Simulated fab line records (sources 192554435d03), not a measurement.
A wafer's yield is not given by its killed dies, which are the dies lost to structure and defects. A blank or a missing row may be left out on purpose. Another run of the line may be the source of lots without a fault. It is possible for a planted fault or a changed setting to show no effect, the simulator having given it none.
Comparing a struck lot with a sound one / flow n5Finfet / 36 out of 1938 route steps
Sound: these wafers, L731.1, L731.5, L731.6. Struck: wafers L728.2, L728.3 (left out: L728.1, a lot-mate that was not struck); the cause follows at the end.
Order at every step that has rows: each side's tool, ch and its chambers, its first start. Under that, the readings that differ: sound wafers / struck wafers / difference of the means / sigmas: that difference in standard deviations of wafers without a fault.
alike: a reading whose means differ by less than 2 such deviations, as well as words and numbers matching on both sides. not compared: withheld readings; readings where some wafer has no value; bounds like >300 that might hide an equal value; numbers whose values overlap and for which the record gives no deviation.
Wherever a step has rows on one side only, a row that says differs or no value, or a row with sigmas, the two part there. When numbers do not overlap yet have no deviation, they are printed without sigmas and do not part them. A reading that every wafer of one side lacks parts them only if that side has two wafers or more.

first, 10 steps without rows for these wafers: N5_GATE_CUT_DESCUM_18 (chemistry O2, time 7 s); N5_GATE_CUT_ETCH_28 (etches underlayer in N2/H2, target depth 13 nm, time 10.4 s); N5_GATE_CUT_ETCH_36 (etches SiARC in CF4, target depth 13 nm, time 21.7 s); N5_GATE_CUT_ETCH_37 (etches SOC in N2/H2, target depth 60 nm, overetch 12 nm, time 90 s); N5_GATE_CUT_STRIP_38 (strips in N2/H2); N5_GATE_CUT_STRIP_39 (strips in N2/H2); N5_GATE_CUT_HM_OPEN_40 (chemistry C4F6/O2, target SiO2, target depth 139 nm, time 85.1 s); N5_GATE_CUT_STRIP_41 (strips in CF4); N5_GATE_CUT_STRIP_42 (strips in O2); N5_GATE_CUT_ETCH_19 (etches SiNx in CH3F/O2, target depth 53.7 nm, time 76.7 s).
N5_GATE_CUT_CUT_ETCH_53: etches W in SF6/Cl2, target depth 79.2 nm.
  sound on rieMetal-01 ch 0,1, day 10 11:10; struck on rieMetal-02 ch 0, day 10 11:24
reading=etchRfOnTimeS (s); sound=26.7 26.7 26.4; struck=34.3 34.3; difference=+7.7; sigmas=+15
reading=throttleValvePct (%); sound=29.0 29.0 29.6; struck=28.4 28.5; difference=-0.8; sigmas=-2
  alike: chamberPressureMTorr, drypumpMotorCurrentA, oesProductAu
  not compared: rfHoursCounterH
then, 2 steps without rows for these wafers: N5_GATE_CUT_CUT_ETCH_54 (etches TiN in Cl2/BCl3, target depth 96.7 nm); N5_GATE_CUT_CUT_ETCH_55 (etches HfO2 in BCl3, target depth 3.2 nm).
N5_GATE_CUT_ETCH_47: etches SiO2 in Cl2/BCl3, target depth 10 nm.
  sound on rieMetal-01 ch 0,1, day 10 11:19; struck on rieMetal-02 ch 0, day 10 11:42
reading=model.GATE_CUT.cdNm (nm); sound=19.8 20.2 20; struck=19.4 19.6; difference=-0.5; sigmas=
  alike: chamberPressureMTorr, drypumpMotorCurrentA, oesProductAu, throttleValvePct
  not compared: rfHoursCounterH
then, 20 steps without rows for these wafers: N5_GATE_CUT_VAPOR_ETCH_48 (etches TiN in BCl3/Cl2); N5_GATE_CUT_VAPOR_ETCH_49 (etches TiAlC in BCl3/Cl2); N5_GATE_CUT_VAPOR_ETCH_51 (etches HfO2 in BCl3/Cl2); N5_GATE_CUT_STRIP_21 (strips in N2/H2, time 30 s); N5_GATE_CUT_STRIP_29 (strips in post etch residue remover, time 60 s); N5_GATE_CUT_SRD_52 (time 30 s); N5_GATE_CUT_ALD_22 (deposits SiNx, target thk 16 nm, pulse time 1 s, ald cycles 320); N5_GATE_CUT_CMP_23 (polishes, stops on SiO2, t overpolish 23.4 s, target thk 16 nm); N5_GATE_CUT_CMP_43 (polishes SiO2); N5_GATE_CUT_CMP_61 (polishes, stops on SiNx, t overpolish 3 s); N5_MOL_CONTACT_COAG_COAT_103 (time 60 s, resist thk 80 nm); N5_MOL_CONTACT_COAG_COAT_104 (time 60 s, resist thk 12 nm); N5_MOL_CONTACT_COAG_COAT_58 (time 60 s, resist thk 10 nm); N5_MOL_CONTACT_COAG_COAT_02 (resist thk 30 nm); N5_MOL_CONTACT_COAG_EBR_04; N5_MOL_CONTACT_COAG_SOFTBAKE_03 (time 60 s); N5_MOL_CONTACT_COAG_EXPOSE_05 (exposes mask CA, defocus 0 nm); N5_MOL_CONTACT_COAG_PEB_06 (peb time 60 s); N5_MOL_CONTACT_COAG_DEVELOP_07 (develop time 30 s); N5_MOL_CONTACT_COAG_DESCUM_13 (chemistry O2, time 7 s).
-- a jump in the record: the struck wafers' starts before and after are 4 days apart (it breaks off in module MOL_CONTACT_COAG and resumes in module BEOL_M4, where the first step shown is number 1111 of the route) --
N5_BEOL_M4_RC_MEAS_101:
  sound on prober-02 ch 0, day 14 21:08; struck on prober-01 ch 0, day 14 04:18
  alike: DIBL_N, DIBL_P, IOFF_N, IOFF_P, ION_N, ION_P, SS_N, SS_P, VT_N, VT_P
-- the record jumps here: 4 days lie between the struck wafers' starts before and after (it left off in module BEOL_M4 and takes up again in module PASSIVATION, whose first step shown is number 1936 of the route) --
N5_PASSIVATION_PROBE_49:
  sound: prober-01 at day 19 10:19; struck: prober-02 at day 18 15:28
reading=defectLimitedYield (%); sound=91.9 90.2 88.9; struck=77.2 78.3; difference=-12.6; sigmas=-8
reading=killed_at_M4_up; sound=20 22 20; struck=11 6; difference=-12; sigmas=-2
reading=killedAtFrontEnd; sound=24 46 47; struck=217 221; difference=+180; sigmas=+15
reading=killedDies; sound=96 116 131; struck=269 256; difference=+148; sigmas=+8
reading=killedOnRim; sound=13 21 14; struck=47 23; difference=+19; sigmas=+5
reading=sort_bin_5_function (%); sound=4.7 5.3 6.4; struck=18.6 19.0; difference=+13.3; sigmas=+13
reading=sortNPass; sound=1084 1064 1049; struck=911 924; difference=-148; sigmas=-8
reading=sortYieldPct (%); sound=91.9 90.2 88.9; struck=77.2 78.3; difference=-12.6; sigmas=-8
  alike: killed_at_M0_to_M3, killedAtContacts, killedAtOther, killedOpen, killedShort, sort_bin_6_memory

WHERE THEY PART
Earliest at N5_GATE_CUT_CUT_ETCH_53; latest, in this record, at N5_PASSIVATION_PROBE_49.

WHY: the cause the simulator had injected
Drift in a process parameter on rieMetal-02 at N5_GATE_CUT_CUT_ETCH_53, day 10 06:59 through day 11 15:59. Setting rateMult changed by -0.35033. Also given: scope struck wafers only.
